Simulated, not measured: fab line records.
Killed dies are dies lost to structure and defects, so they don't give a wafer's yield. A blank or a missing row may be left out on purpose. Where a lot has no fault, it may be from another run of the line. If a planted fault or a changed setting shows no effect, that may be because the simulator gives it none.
fab line records + flow nand-harc
[record]
- lots = 14
- wafers = 42
- last-day = 25
route steps=1159 shown P_M1@298 P_M2@326
lots that met no fault: taken from a fault-free run of the same line
start-h: hours from the record's opening day to when the first of the lot's shown wafers began + wait-h: hours since the lot's step before + " unchanged from the row above + L1.1+2: a single row standing in for several wafers + - no value, or no start was given + * or withheld: withheld + < > ~ a bound
route shown NAME@n: a module of which the file shows steps, and the number in the route of the first + usual: the fault-free wafers' mean and standard deviation + same: alike in all rows + chamber/n: place in a boat + sites: readings site by site + _std_site: standard deviation across them + _edge_site: outer sites' mean less inner sites' + radius-mm: for every site, how far away it sits from the centre of the wafer + mask NAME#n: copy n + behind: the last tool/chamber to shape the wafer + hold: why the lot went on hold/how many hours it stayed there/how the hold came to an end + device: transistor that didn't switch, given as n, p or np + end of line: tests run on the same wafers once the route is complete + for a step that has no rows: nothing shown but its recipe + killed: dies that structure and defects cost at the first sort, which is not the same as the wafer's yield + map: the dies of a wafer, with x for killed, . for not killed, _ for no die there
set.NAME: the setting the step ran with; set.NAME@STEP: the setting that earlier step ran with + model.NAME: the simulator's own value behind a step, which no gauge read
route steps across a sampled set of lots; one table per step, one row per wafer
services: a tool's chamber out of use, with start hour (start-h, from the record's first day; less than 0 if before it), hours out, and reason
[[steps]]
[step NHARC_P_M1_DESCUM_14]
[recipe]
- time-s = 3
- o2-flow-sccm = 200
- ar-flow-sccm = 0
- bias-power-w = 0
- chemistry = O2
[usual]
- drypump-motor-current-A = 5.7/0.35
- oes-product-au = 1.000/0.0081
- rf-vpp-V = 57.9/1
- showerhead-plenum-p-Torr = 1.93/0.09
- throttle-valve-pct = 11.312/0.0095
| lot.wafer | tool        | chamber | start-h | wait-h | drypump-motor-current-A | oes-product-au | rf-hours-counter-h | rf-vpp-V | showerhead-plenum-p-Torr | throttle-valve-pct |
|-----------|-------------|---------|---------|--------|-------------------------|----------------|--------------------|----------|--------------------------|--------------------|
| L739.2    | rie-diel-05 | 1       | 131.47  | 0.1    | 6.2                     | 1.008          | 8.8                | 58.0     | 1.91                     | 11.312             |
| L739.6    | "           | 2       | "       | "      | 5.2                     | 1.011          | -                  | 58.2     | 2.04                     | 11.310             |
| L739.5    | "           | 3       | "       | "      | 6.2                     | 0.996          | -                  | 59.2     | 2.04                     | 11.314             |
| L740.3    | rie-diel-11 | 2       | 136.46  | 0.1    | 5.6                     | 0.994          | 6.0                | 57.0     | 1.93                     | 11.329             |
| L740.2    | "           | 1       | "       | "      | 5.5                     | 1.012          | 7.2                | 57.3     | 1.94                     | 11.316             |
| L740.5    | "           | 3       | "       | "      | 6.0                     | 0.990          | -                  | 58.4     | 2.01                     | 11.313             |
| L741.4    | rie-diel-11 | 2       | 137.42  | 0.1    | 5.6                     | 0.996          | 6.2                | 57.5     | 1.93                     | 11.319             |
| L741.2    | "           | 3       | "       | "      | 6.0                     | 0.999          | 7.1                | 59.2     | 2.01                     | 11.308             |
| L741.6    | "           | 0       | "       | "      | 5.8                     | 0.999          | -                  | 56.6     | 1.79                     | 11.319             |
| L742.3    | rie-diel-03 | 3       | 142.30  | 0.1    | 5.3                     | 0.987          | 2.0                | 57.0     | 1.80                     | 11.302             |
| L742.4    | "           | 1       | "       | "      | 6.2                     | 0.991          | 1.9                | 58.6     | 1.79                     | 11.294             |
| L742.2    | "           | 2       | "       | "      | 5.8                     | 1.001          | 2.0                | 59.4     | 2.00                     | 11.324             |
| L743.1    | rie-diel-03 | 1       | 142.76  | 0.1    | 6.2                     | 1.000          | 2.0                | 56.3     | 1.79                     | 11.305             |
| L743.3    | "           | 3       | "       | "      | 5.4                     | 1.000          | 2.0                | 57.3     | 1.80                     | 11.309             |
| L743.5    | "           | 2       | "       | "      | 5.8                     | 1.005          | -                  | 57.8     | 2.00                     | 11.308             |
| L744.3    | rie-diel-05 | 0       | 155.72  | 0.1    | 5.7                     | 1.004          | 9.8                | 58.3     | 1.88                     | 11.310             |
| L744.2    | "           | 2       | "       | "      | 5.2                     | 1.002          | 8.9                | 58.5     | 2.04                     | 11.305             |
| L744.6    | "           | 1       | "       | "      | 6.2                     | 1.006          | -                  | 57.3     | 1.91                     | 11.308             |
| L745.1    | rie-diel-03 | 0       | 163.10  | 0.1    | 5.3                     | 0.996          | 2.4                | 57.0     | 1.96                     | 11.321             |
| L745.3    | "           | 2       | "       | "      | 5.8                     | 1.009          | 2.5                | 58.6     | 2.00                     | 11.317             |
| L745.5    | "           | 0       | "       | "      | 5.3                     | 0.994          | -                  | 58.5     | 1.96                     | 11.306             |
| L747.1    | rie-diel-03 | 0       | 182.70  | 0.1    | 5.3                     | 1.002          | 2.8                | 57.1     | 1.96                     | 11.307             |
| L747.5    | "           | 1       | "       | "      | 6.2                     | 1.003          | -                  | 56.3     | 1.79                     | 11.306             |
| L747.6    | "           | 2       | "       | "      | 5.8                     | 1.008          | -                  | 58.3     | 2.00                     | 11.315             |
| L749.3    | rie-diel-05 | 1       | 200.96  | 0.1    | 6.2                     | 1.002          | 2.5                | 59.8     | 1.91                     | 11.313             |
| L749.1    | "           | 2       | "       | "      | 5.2                     | 1.005          | 2.6                | 59.2     | 2.04                     | 11.331             |
| L749.6    | "           | 1       | "       | "      | 6.2                     | 1.011          | -                  | 57.8     | 1.91                     | 11.306             |
| L751.1    | rie-diel-05 | 0       | 201.87  | 0.1    | 5.7                     | 1.009          | 2.6                | 57.0     | 1.88                     | 11.304             |
| L751.4    | "           | 1       | "       | "      | 6.2                     | 1.009          | 2.6                | 57.7     | 1.91                     | 11.313             |
| L751.2    | "           | 2       | "       | "      | 5.3                     | 1.001          | 2.7                | 59.4     | 2.04                     | 11.318             |
| L753.3    | rie-diel-11 | 3       | 211.64  | 0.1    | 6.0                     | 0.984          | 0.2                | 58.0     | 2.01                     | 11.302             |
| L753.1    | "           | 0       | "       | "      | 5.9                     | 0.997          | 0.2                | 57.6     | 1.79                     | 11.313             |
| L753.6    | "           | 1       | "       | "      | 5.5                     | 0.998          | -                  | 57.9     | 1.94                     | 11.314             |
| L759.3    | rie-diel-11 | 0       | 245.05  | 0.1    | 5.8                     | 0.996          | 2.0                | 56.2     | 1.78                     | 11.304             |
| L759.2    | "           | 2       | "       | "      | 5.6                     | 0.993          | 1.8                | 58.3     | 1.93                     | 11.314             |
| L759.6    | "           | 0       | "       | "      | 5.8                     | 0.986          | -                  | 58.9     | 1.78                     | 11.310             |
| L760.3    | rie-diel-11 | 2       | 245.98  | 0.1    | 5.6                     | 0.982          | 1.9                | 56.3     | 1.93                     | 11.311             |
| L760.1    | "           | 3       | "       | "      | 6.0                     | 0.994          | 1.7                | 59.2     | 2.01                     | 11.307             |
| L760.2    | "           | 1       | "       | "      | 5.5                     | 0.992          | 1.9                | 58.7     | 1.94                     | 11.324             |
| L761.2    | rie-diel-03 | 1       | 252.46  | 0.1    | 6.2                     | 0.988          | 0.6                | 58.0     | 1.78                     | 11.316             |
| L761.3    | "           | 3       | "       | "      | 5.4                     | 0.995          | 0.5                | 57.9     | 1.80                     | 11.311             |
| L761.6    | "           | 0       | "       | "      | 5.3                     | 0.993          | -                  | 57.1     | 1.96                     | 11.303             |
[step NHARC_P_M1_THK_MEAS_24]
[recipe]
- thk-meas-gauge = xrf
[usual]
- thk-nm = 158.0/1.6
| lot.wafer | tool          | chamber | start-h | wait-h | thk-nm |
|-----------|---------------|---------|---------|--------|--------|
| L739.2    | film-metro-01 | -       | 133.87  | -      | 156.9  |
| L739.5    | "             | -       | "       | "      | 157.5  |
| L739.6    | "             | -       | "       | "      | 157.4  |
| L740.2    | film-metro-01 | -       | 139.66  | -      | 156.9  |
| L740.3    | "             | -       | "       | "      | 158.6  |
| L740.5    | "             | -       | "       | "      | 157.7  |
| L741.2    | film-metro-01 | -       | 140.59  | -      | 157.8  |
| L741.4    | "             | -       | "       | "      | 157.8  |
| L741.6    | "             | -       | "       | "      | 157.1  |
| L742.2    | film-metro-01 | -       | 144.80  | -      | 157.0  |
| L742.3    | "             | -       | "       | "      | 158.9  |
| L742.4    | "             | -       | "       | "      | 158.9  |
| L743.1    | film-metro-01 | -       | 145.19  | -      | 156.0  |
| L743.3    | "             | -       | "       | "      | 155.0  |
| L743.5    | "             | -       | "       | "      | 157.3  |
| L744.2    | film-metro-01 | -       | 158.21  | -      | 155.9  |
| L744.3    | "             | -       | "       | "      | 157.5  |
| L744.6    | "             | -       | "       | "      | 158.3  |
| L745.1    | film-metro-01 | -       | 165.64  | -      | 157.2  |
| L745.3    | "             | -       | "       | "      | 157.3  |
| L745.5    | "             | -       | "       | "      | 159.7  |
| L747.1    | film-metro-01 | -       | 185.19  | -      | 156.5  |
| L747.5    | "             | -       | "       | "      | 159.3  |
| L747.6    | "             | -       | "       | "      | 158.2  |
| L749.1    | film-metro-02 | -       | 203.38  | -      | 159.5  |
| L749.3    | "             | -       | "       | "      | 157.7  |
| L749.6    | "             | -       | "       | "      | 159.9  |
| L751.1    | film-metro-01 | -       | 204.30  | -      | 160.3  |
| L751.2    | "             | -       | "       | "      | 161.5  |
| L751.4    | "             | -       | "       | "      | 157.1  |
| L753.1    | film-metro-01 | -       | 214.03  | -      | 158.2  |
| L753.3    | "             | -       | "       | "      | 159.8  |
| L753.6    | "             | -       | "       | "      | 159.4  |
| L759.2    | film-metro-01 | -       | 247.47  | -      | 156.6  |
| L759.3    | "             | -       | "       | "      | 158.7  |
| L759.6    | "             | -       | "       | "      | 156.1  |
| L760.1    | film-metro-02 | -       | 248.40  | -      | 159.4  |
| L760.2    | "             | -       | "       | "      | 159.6  |
| L760.3    | "             | -       | "       | "      | 157.1  |
| L761.2    | film-metro-01 | -       | 254.95  | -      | 156.7  |
| L761.3    | "             | -       | "       | "      | 156.7  |
| L761.6    | "             | -       | "       | "      | 156.0  |
[step NHARC_P_M2_PEB_07]
[recipe]
- peb-temp-c = 100
- peb-time-s = 65
[usual]
- chill-plate-temp-C = 23.03/0.11
- exhaust-pa = 44.7/0.9
| lot.wafer | tool           | chamber | start-h | wait-h | chill-plate-temp-C | exhaust-pa |
|-----------|----------------|---------|---------|--------|--------------------|------------|
| L739.2    | litho-track-06 | 0       | 135.46  | 0.1    | 22.94              | 46.1       |
| L739.5    | "              | 0       | "       | "      | 23.03              | 46.3       |
| L739.6    | "              | 0       | "       | "      | 23.10              | 45.6       |
| L740.2    | litho-track-06 | 0       | 141.13  | 0.1    | 22.97              | 43.5       |
| L740.3    | "              | 0       | "       | "      | 22.93              | 43.4       |
| L740.5    | "              | 0       | "       | "      | 22.85              | 43.6       |
| L741.2    | litho-track-06 | 0       | 142.04  | 0.1    | 22.89              | 43.3       |
| L741.4    | "              | 0       | "       | "      | 22.82              | 44.7       |
| L741.6    | "              | 0       | "       | "      | 22.87              | 45.1       |
| L742.2    | litho-track-01 | 0       | 146.42  | 0.1    | 23.12              | 43.4       |
| L742.3    | "              | 0       | "       | "      | 23.13              | 43.8       |
| L742.4    | "              | 0       | "       | "      | 23.08              | 44.3       |
| L743.1    | litho-track-01 | 0       | 146.94  | 0.1    | 23.03              | 46.1       |
| L743.3    | "              | 0       | "       | "      | 22.95              | 45.6       |
| L743.5    | "              | 0       | "       | "      | 23.19              | 45.8       |
| L744.2    | litho-track-06 | 0       | 159.70  | 0.1    | 22.99              | 43.7       |
| L744.3    | "              | 0       | "       | "      | 22.93              | 44.0       |
| L744.6    | "              | 0       | "       | "      | 23.03              | 44.3       |
| L745.1    | litho-track-06 | 0       | 167.10  | 0.1    | 22.83              | 44.8       |
| L745.3    | "              | 0       | "       | "      | 23.08              | 43.8       |
| L745.5    | "              | 0       | "       | "      | 23.03              | 44.8       |
| L747.1    | litho-track-01 | 0       | 186.68  | 0.1    | 23.07              | 43.6       |
| L747.5    | "              | 0       | "       | "      | 22.89              | 44.9       |
| L747.6    | "              | 0       | "       | "      | 22.90              | 43.5       |
| L749.1    | litho-track-06 | -       | 205.03  | 0.1    | -                  | -          |
| L749.3    | "              | -       | "       | "      | -                  | -          |
| L749.6    | "              | -       | "       | "      | -                  | -          |
| L751.1    | litho-track-06 | -       | 205.77  | 0.1    | -                  | -          |
| L751.2    | "              | -       | "       | "      | -                  | -          |
| L751.4    | "              | -       | "       | "      | -                  | -          |
| L753.1    | litho-track-01 | 0       | 215.53  | 0.1    | 23.13              | 45.8       |
| L753.3    | "              | 0       | "       | "      | 23.11              | 45.6       |
| L753.6    | "              | 0       | "       | "      | 23.24              | 45.1       |
| L759.2    | litho-track-06 | 0       | 248.98  | 0.1    | 22.88              | 43.9       |
| L759.3    | "              | 0       | "       | "      | 22.94              | 44.3       |
| L759.6    | "              | 0       | "       | "      | 23.06              | 42.9       |
| L760.1    | litho-track-06 | 0       | 249.96  | 0.1    | 23.06              | 46.8       |
| L760.2    | "              | 0       | "       | "      | 23.21              | 45.7       |
| L760.3    | "              | 0       | "       | "      | 23.05              | 45.3       |
| L761.2    | litho-track-04 | 0       | 256.30  | 0.1    | 22.97              | 44.7       |
| L761.3    | "              | 0       | "       | "      | 22.98              | 44.7       |
| L761.6    | "              | 0       | "       | "      | 22.92              | 44.4       |
[step NHARC_P_M2_CD_MEAS_09]
[recipe]
- target-cd-nm = 170
- landing-energy-ev = 500
[usual]
- cd-nm = 170.1/0.48
| lot.wafer | tool      | chamber | start-h | wait-h | cd-nm |
|-----------|-----------|---------|---------|--------|-------|
| L739.2    | cd-sem-02 | 0       | 135.54  | -      | 170.3 |
| L739.5    | "         | 0       | "       | "      | 169.8 |
| L739.6    | "         | 0       | "       | "      | 169.3 |
| L740.2    | cd-sem-02 | 0       | 141.21  | -      | 170.3 |
| L740.3    | "         | 0       | "       | "      | 169.6 |
| L740.5    | "         | 0       | "       | "      | 170.3 |
| L741.2    | cd-sem-03 | 0       | 142.12  | -      | 169.5 |
| L741.4    | "         | 0       | "       | "      | 170.4 |
| L741.6    | "         | 0       | "       | "      | 170.2 |
| L742.2    | cd-sem-02 | 0       | 146.50  | -      | 169.1 |
| L742.3    | "         | 0       | "       | "      | 169.7 |
| L742.4    | "         | 0       | "       | "      | 170.1 |
| L743.1    | cd-sem-02 | 0       | 147.02  | -      | 169.9 |
| L743.3    | "         | 0       | "       | "      | 170.0 |
| L743.5    | "         | 0       | "       | "      | 169.1 |
| L744.2    | cd-sem-01 | 0       | 159.78  | -      | 170.6 |
| L744.3    | "         | 0       | "       | "      | 169.5 |
| L744.6    | "         | 0       | "       | "      | 169.5 |
| L745.1    | cd-sem-01 | 0       | 167.18  | -      | 170.0 |
| L745.3    | "         | 0       | "       | "      | 170.2 |
| L745.5    | "         | 0       | "       | "      | 169.6 |
| L747.1    | cd-sem-02 | 0       | 186.76  | -      | 170.5 |
| L747.5    | "         | 0       | "       | "      | 170.3 |
| L747.6    | "         | 0       | "       | "      | 170.3 |
| L749.1    | cd-sem-01 | 0       | 205.11  | -      | -     |
| L749.3    | "         | 0       | "       | "      | -     |
| L749.6    | "         | 0       | "       | "      | -     |
| L751.1    | cd-sem-03 | 0       | 205.85  | -      | -     |
| L751.2    | "         | 0       | "       | "      | -     |
| L751.4    | "         | 0       | "       | "      | -     |
| L753.1    | cd-sem-01 | 0       | 215.61  | -      | 170.7 |
| L753.3    | "         | 0       | "       | "      | 170.9 |
| L753.6    | "         | 0       | "       | "      | 170.3 |
| L759.2    | cd-sem-03 | 0       | 249.06  | -      | 170.0 |
| L759.3    | "         | 0       | "       | "      | 170.2 |
| L759.6    | "         | 0       | "       | "      | 170.1 |
| L760.1    | cd-sem-01 | 0       | 250.04  | -      | 169.7 |
| L760.2    | "         | 0       | "       | "      | 170.1 |
| L760.3    | "         | 0       | "       | "      | 169.6 |
| L761.2    | cd-sem-03 | 0       | 256.38  | -      | 169.7 |
| L761.3    | "         | 0       | "       | "      | 169.5 |
| L761.6    | "         | 0       | "       | "      | 170.3 |
[[services]]
| tool           | chamber | start-h | hours | kind                      |
|----------------|---------|---------|-------|---------------------------|
| litho-track-06 | -       | 117.00  | 7.0   | pm                        |
| rie-diel-11    | 0       | 119.82  | -     | clean                     |
| rie-diel-11    | 1       | 119.82  | -     | clean                     |
| rie-diel-11    | 2       | 119.82  | -     | clean                     |
| rie-diel-11    | 3       | 119.82  | -     | clean                     |
| rie-diel-03    | 0       | 120.80  | -     | clean                     |
| rie-diel-03    | 1       | 120.80  | -     | clean                     |
| rie-diel-03    | 2       | 120.80  | -     | clean                     |
| rie-diel-03    | 3       | 120.80  | -     | clean                     |
| rie-diel-05    | 1       | 133.10  | 7.0   | repair                    |
| litho-track-04 | -       | 141.00  | 7.0   | pm                        |
| rie-diel-11    | 0       | 144.32  | -     | clean                     |
| rie-diel-11    | 1       | 144.32  | -     | clean                     |
| rie-diel-11    | 2       | 144.32  | -     | clean                     |
| rie-diel-11    | 3       | 144.32  | -     | clean                     |
| rie-diel-03    | 0       | 145.30  | -     | clean                     |
| rie-diel-03    | 1       | 145.30  | -     | clean                     |
| rie-diel-05    | -       | 163.62  | 9.0   | pm                        |
| litho-track-06 | -       | 164.67  | -     | consumable-replace:filter |
| rie-diel-03    | 3       | 174.25  | 3.4   | repair                    |
| rie-diel-11    | -       | 189.50  | 9.0   | pm                        |
| rie-diel-11    | 1       | 213.78  | 7.6   | repair                    |
| rie-diel-03    | -       | 215.30  | 9.0   | pm                        |
| rie-diel-11    | 3       | 225.72  | 1.7   | repair                    |
[[key]]
[first-sign]
- step = NHARC_P_M2_PEB_07
- reading = tool-record
- direction = missing
effect none on later readings
met-at NHARC_P_M2_PEB_07
struck-lots L749,L751
later-rows-left-out L749.1,L749.3,L749.6,L751.1,L751.2,L751.4
sort-left-out L749.1,L749.3,L749.6,L751.1,L751.2,L751.4
not-acting-at NHARC_P_M1_DESCUM_14,NHARC_P_M1_THK_MEAS_24,NHARC_P_M2_CD_MEAS_09
onset-between 167.10 205.03
[fault]
- kind = skipped-step-whole
- tool = litho-track-06
- chamber = -
- onset-h = 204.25
- steps = NHARC_P_M2_PEB_07
- scope = struck-lots-only
// sort-left-out: the simulated sort isn't trusted on such a fault, so these wafers' sort isn't shown, and their yield isn't known
// later-rows-left-out: the simulator's readings of these wafers behind a module that went badly wrong aren't trusted and aren't shown, but for the sort
